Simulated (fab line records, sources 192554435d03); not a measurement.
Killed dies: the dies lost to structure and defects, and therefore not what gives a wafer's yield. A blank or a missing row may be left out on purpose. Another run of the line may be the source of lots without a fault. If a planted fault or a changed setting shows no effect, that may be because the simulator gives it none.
Matching of chambers    flow n5-finfet    4 sister chambers for N5_MOL_CONTACT_COAG_ETCH_106 on rie-diel-02
The step etches SOC in N2/H2, target depth 80 nm, overetch 16 nm, time 120 s. 4 wafers are shown with their chamber, then 8 later ones without.

== WAFERS, EACH WITH ITS CHAMBER ==
wafer   chamber  drypump-motor-current-A (A)
L091.1  3        5.9
L091.2  2        5.1
L091.6  0        6.5
L092.1  1        6.3

== WAFERS WITHOUT THEIR CHAMBER ==
wafer   drypump-motor-current-A (A)
L092.3  5.9
L092.4  5.1
L095.2  6.3
L095.3  5.1
L095.5  6.5
L097.1  5.9
L097.3  6.2
L097.5  5.1

== WHICH CHAMBER EACH WENT THROUGH ==
wafer   from the rows above  in truth
L092.3  3                    3
L092.4  2                    2
L095.2  1                    1
L095.3  2                    2
L095.5  0                    0
L097.1  3                    3
L097.3  1                    1
L097.5  2                    2
Placed correctly: 8 of 8. Not placeable from these rows: 0. Number placed wrongly: 0.
How it was worked out, from the rows above alone: a wafer's distance from a chamber is the root of the sum, over the readings, of the square of ((its reading less the chamber's mean) divided by the reading's scatter). The wafer belongs to the nearest chamber; if the next one is less than 2 further off, it can't be placed. A chamber's mean is the mean of its shown wafers. The scatter: root of mean squared gap, hidden wafer to nearest shown wafer, with one shown wafer a chamber.
